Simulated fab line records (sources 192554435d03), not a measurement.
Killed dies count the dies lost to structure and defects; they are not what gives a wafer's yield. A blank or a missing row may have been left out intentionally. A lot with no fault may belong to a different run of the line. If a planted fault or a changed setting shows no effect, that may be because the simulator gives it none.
Which tool was responsible? | flow n5-finfet | Sampling: 12 lots, 33 wafers, 5 of 1938 route steps

WHAT THE GAUGES SHOWED, per wafer
N5_BEOL_M4_RC_MEAS_101. Usual: DIBL_N 36.0 mV/V, standard deviation 1.7; DIBL_P 36.2 mV/V, standard deviation 2.3; IOFF_N 0.16 nA/um, standard deviation 0.03; IOFF_P 0.21 nA/um, standard deviation 0.036; ION_N 679 uA/um, standard deviation 11; ION_P 465 uA/um, standard deviation 7.1; SS_N 71.4 mV/dec, standard deviation 0.58; SS_P 73.3 mV/dec, standard deviation 0.75; VT_N 249 mV, standard deviation 3.1; VT_P -251 mV, standard deviation 3.5.
lot  | measured     | on        | DIBL_N (mV/V)  | DIBL_P (mV/V)  | IOFF_N (nA/um) | IOFF_P (nA/um) | ION_N (uA/um) | ION_P (uA/um) | SS_N (mV/dec)  | SS_P (mV/dec)  | VT_N (mV)   | VT_P (mV)      | flag
L207 | day 8 21:14  | prober-01 | 33.9 32.7 35.4 | 33.3 31.5 35.5 | 0.14 0.12 0.15 | 0.19 0.17 0.21 | 673 665 683   | 461 459 467   | 71.0 70.9 70.4 | 73.1 72.2 72.8 | 248 252 249 | -250 -253 -249 |
L206 | day 8 23:01  | prober-02 | 35.5 38.1 38.1 | 34.9 37.4 38.4 | 0.14 0.18 0.19 | 0.22 0.26 0.28 | 681 683 691   | 465 468 471   | 71.0 71.8 71.3 | 73.4 73.6 73.9 | 248 248 245 | -249 -246 -247 |
L212 | day 9 15:16  | prober-02 | 36.0 36.5 37.4 | 36.1 37.2 38.2 | 0.16 0.17 0.18 | 0.22 0.23 0.25 | 680 685 682   | 466 469 469   | 71.1 71.6 72.0 | 73.6 73.7 74.6 | 250 247 248 | -249 -246 -248 |
L213 | day 9 22:29  | prober-01 | 34.2 36.1      | 34.3 35.9      | 0.13 0.17      | 0.19 0.21      | 670 683       | 454 465       | 71.1 72.0      | 73.6 73.6      | 251 249     | -250 -251      |
L217 | day 11 10:43 | prober-01 | 33.8 33.5      | 34.2 33.8      | 0.14 0.14      | 0.20 0.19      | 687 684       | 469 473       | 71.0 70.9      | 72.1 73.0      | 248 249     | -251 -251      |
L218 | day 11 11:38 | prober-01 | 35.9 36.5 36.0 | 35.8 36.3 35.3 | 0.15 0.14 0.14 | 0.22 0.21 0.21 | 681 679 677   | 470 469 469   | 71.1 71.9 71.3 | 73.0 73.3 73.0 | 249 252 253 | -252 -250 -247 |
L219 | day 11 16:52 | prober-02 | 35.0 35.4 37.5 | 34.6 34.7 37.4 | 0.13 0.14 0.17 | 0.23 0.22 0.26 | 676 680 680   | 477 474 472   | 70.9 70.7 71.7 | 72.0 72.6 73.8 | 248 250 249 | -246 -246 -244 |
L224 | day 12 16:13 | prober-02 | 39.7 36.6 36.5 | 41.2 37.7 37.4 | 0.23 0.15 0.15 | 0.28 0.22 0.20 | 703 672 681   | 477 469 469   | 72.0 71.9 71.9 | 73.9 73.8 72.5 | 244 249 249 | -247 -250 -250 |
L226 | day 13 18:41 | prober-02 | 36.4 37.2 38.1 | 37.7 38.2 39.5 | 0.16 0.18 0.20 | 0.22 0.23 0.25 | 681 680 699   | 469 464 476   | 71.8 71.8 71.8 | 73.6 74.4 74.7 | 249 249 245 | -251 -252 -249 |
L227 | day 14 01:46 | prober-01 | 37.9 38.5 37.8 | 36.6 37.6 37.1 | 0.17 0.20 0.19 | 0.21 0.24 0.22 | 691 696 703   | 463 469 470   | 71.6 71.7 71.1 | 73.4 74.8 73.7 | 248 245 245 | -250 -247 -249 |
L229 | day 14 04:23 | prober-01 | 37.0 36.6 38.6 | 37.6 37.2 39.7 | 0.16 0.17 0.20 | 0.22 0.22 0.27 | 687 683 688   | 469 462 470   | 71.7 71.3 72.0 | 73.4 73.8 74.9 | 250 247 245 | -251 -252 -249 |
L228 | day 14 09:19 | prober-02 | 40.8 36.5      | 43.6 37.9      | 0.28 0.16      | 0.32 0.22      | 701 672       | 481 462       | 72.3 72.2      | 74.5 72.9      | 241 253     | -247 -250      |

TOOL THAT RAN EACH LOT (tool first, then ch and the chambers of the sampled wafers, then the start)
lot  | N5_BEOL_M3_SPUTTER_92        | N5_BEOL_M3_SPUTTER_96        | N5_BEOL_M3_PRE_CLEAN_60          | N5_BEOL_M4_ILD_DEP_00
L207 | pvd-sputter-03, day 8 09:04  | pvd-sputter-03, day 8 09:30  | cvd-co-02 ch 1,2, day 8 10:20    | pecvd-02 ch 0,2, day 8 10:37
L206 | pvd-sputter-01, day 8 09:37  | pvd-sputter-01, day 8 10:03  | cvd-co-01 ch 0,1, day 8 10:52    | pecvd-03 ch 1,2, day 8 11:10
L212 | pvd-sputter-02, day 9 00:12  | pvd-sputter-02, day 9 00:38  | cvd-co-02 ch 0,1, day 9 01:58    | pecvd-04 ch 0,2, day 9 02:16
L213 | pvd-sputter-01, day 9 07:56  | pvd-sputter-01, day 9 08:22  | cvd-co-02 ch 1,2, day 9 09:11    | pecvd-02 ch 0,1, day 9 09:28
L217 | pvd-sputter-03, day 10 18:56 | pvd-sputter-03, day 10 19:23 | cvd-co-02 ch 0,1, day 10 20:13   | pecvd-04 ch 0,1, day 10 20:30
L218 | pvd-sputter-01, day 11 00:01 | pvd-sputter-01, day 11 00:27 | cvd-co-02 ch 0,1,2, day 11 01:17 | pecvd-04 ch 1,2, day 11 01:35
L219 | pvd-sputter-03, day 11 04:02 | pvd-sputter-03, day 11 04:28 | cvd-co-01 ch 0,1,2, day 11 05:20 | pecvd-04 ch 0,1,2, day 11 05:37
L224 | pvd-sputter-03, day 12 02:04 | pvd-sputter-03, day 12 02:31 | cvd-co-02 ch 0,1, day 12 03:21   | pecvd-02 ch 1,2, day 12 03:38
L226 | pvd-sputter-03, day 13 07:34 | pvd-sputter-03, day 13 08:00 | cvd-co-02 ch 0,1,2, day 13 09:02 | pecvd-02 ch 0,2, day 13 09:22
L227 | pvd-sputter-03, day 13 09:24 | pvd-sputter-03, day 13 09:50 | cvd-co-01 ch 0,1,2, day 13 10:41 | pecvd-03 ch 0,2, day 13 10:58
L229 | pvd-sputter-02, day 13 16:35 | pvd-sputter-02, day 13 17:01 | cvd-co-01 ch 0,1, day 13 17:52   | pecvd-03 ch 0,1, day 13 18:10
L228 | pvd-sputter-02, day 13 19:29 | pvd-sputter-02, day 13 19:55 | cvd-co-02 ch 0,2, day 13 20:46   | pecvd-03 ch 0,2, day 13 21:02
- N5_BEOL_M3_SPUTTER_92: material Cu, target thk 4.5 nm, time 8.29 s.
- N5_BEOL_M3_SPUTTER_96: material Cu, target thk 4.5 nm, time 8.29 s.
- N5_BEOL_M3_PRE_CLEAN_60: time 15 s.
- N5_BEOL_M4_ILD_DEP_00: deposits SiOC from DEMS/O2, target thk 79 nm, time 15.3 s.

AS READ BY THE TOOLS THEMSELVES (means over the sampled wafers that have a number; for cases with no such wafer, the mark the record gives instead)
N5_BEOL_M3_SPUTTER_92. Usual: throttle-valve-pct 30.8 %, standard deviation 0.88.
lot  | tool           | throttle-valve-pct (%) | flag
L207 | pvd-sputter-03 | 31.1                   |
L206 | pvd-sputter-01 | 30.0                   |
L212 | pvd-sputter-02 | 31.6                   |
L213 | pvd-sputter-01 | 29.5                   |
L217 | pvd-sputter-03 | 31.1                   |
L218 | pvd-sputter-01 | 29.9                   |
L219 | pvd-sputter-03 | 30.9                   |
L224 | pvd-sputter-03 | 31.2                   |
L226 | pvd-sputter-03 | 31.0                   |
L227 | pvd-sputter-03 | 31.3                   |
L229 | pvd-sputter-02 | 31.1                   |
L228 | pvd-sputter-02 | 31.7                   |

N5_BEOL_M3_SPUTTER_96. Usual: throttle-valve-pct 30.8 %, standard deviation 0.87.
lot  | tool           | throttle-valve-pct (%) | flag
L207 | pvd-sputter-03 | 31.1                   |
L206 | pvd-sputter-01 | 29.9                   |
L212 | pvd-sputter-02 | 31.5                   |
L213 | pvd-sputter-01 | 29.6                   |
L217 | pvd-sputter-03 | 31.0                   |
L218 | pvd-sputter-01 | 30.0                   |
L219 | pvd-sputter-03 | 30.9                   |
L224 | pvd-sputter-03 | 31.4                   |
L226 | pvd-sputter-03 | 30.9                   |
L227 | pvd-sputter-03 | 31.5                   |
L229 | pvd-sputter-02 | 31.1                   |
L228 | pvd-sputter-02 | 31.6                   |

N5_BEOL_M3_PRE_CLEAN_60. Usual: heater-power-w 82 W, standard deviation 21.
lot  | tool      | heater-power-w (W) | flag
L207 | cvd-co-02 | 70                 |
L206 | cvd-co-01 | 85                 |
L212 | cvd-co-02 | 85                 |
L213 | cvd-co-02 | 80                 |
L217 | cvd-co-02 | 92                 |
L218 | cvd-co-02 | 77                 |
L219 | cvd-co-01 | 87                 |
L224 | cvd-co-02 | 83                 |
L226 | cvd-co-02 | 78                 |
L227 | cvd-co-01 | 87                 |
L229 | cvd-co-01 | 84                 |
L228 | cvd-co-02 | 61                 |

N5_BEOL_M4_ILD_DEP_00. Usual: heater-power-w 472 W, standard deviation 59; showerhead-plenum-p-Torr 5.702 Torr, standard deviation 0.014; susceptor-temp-C 350.00 C, standard deviation 0.24; throttle-valve-pct 11.7 %, standard deviation 0.74.
lot  | tool     | heater-power-w (W) | showerhead-plenum-p-Torr (Torr) | susceptor-temp-C (C) | throttle-valve-pct (%) | flag
L207 | pecvd-02 | 400                | 5.693                           | 350.03               | 11.0                   |
L206 | pecvd-03 | 437                | 5.706                           | 349.89               | 12.1                   |
L212 | pecvd-04 | 490                | 5.698                           | 350.24               | 11.0                   |
L213 | pecvd-02 | 390                | 5.699                           | 350.15               | 12.2                   |
L217 | pecvd-04 | 530                | 5.707                           | 350.10               | 12.2                   |
L218 | pecvd-04 | 448                | 5.702                           | 345.86               | 10.9                   | OFF
L219 | pecvd-04 | 511                | 5.704                           | 345.63               | 11.6                   | OFF
L224 | pecvd-02 | 393                | 5.704                           | 349.90               | 11.7                   |
L226 | pecvd-02 | 421                | 5.691                           | 350.12               | 11.0                   |
L227 | pecvd-03 | 454                | 5.708                           | 349.89               | 12.0                   |
L229 | pecvd-03 | 433                | 5.714                           | 349.99               | 12.2                   |
L228 | pecvd-03 | 466                | 5.707                           | 349.92               | 11.9                   |

THE ANSWER, worked out from the rows above alone
Rule: a lot counts as off when the mean over its wafers that have a number is more than 3 standard deviations away from the usual mean. Also off: a lot with no number at a reading for which 4 or more lots have one. Where the step has rows for the other lots, those lots are counted as sound. Order of review: gauges by route order, followed by the tools' own readings, for which a lot's mean as printed above is used. The first step at which some lot is off is used, and at that step the reading that is off furthest; a lot without a number counts as furthest.
Off: L218, L219 (N5_BEOL_M4_ILD_DEP_00, susceptor-temp-C).
A tool fits if, at that step or a process step before it, it ran every lot that is off, and no sound lot after the first of them. One candidate fits, namely pecvd-04 at N5_BEOL_M4_ILD_DEP_00. A fault onset in the window from L217 (day 10 20:30, its last sound lot) to L218 (day 11 01:35, its first lot off) fits.
On the lots that are off, the tool's own readings at N5_BEOL_M4_ILD_DEP_00 differ by more than 5 times the standard deviation of the sound lots' means, which bears it out; susceptor-temp-C reads 345.75 C there versus 350.02 C on the sound lots.

WHAT HAD BEEN PUT IN BY THE SIMULATOR
Process parameters drifting: pecvd-04 at N5_BEOL_M4_ILD_DEP_00, beginning at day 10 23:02. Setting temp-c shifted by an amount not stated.
Shown lots that were struck: L218, L219. The rule given above showed the same thing.
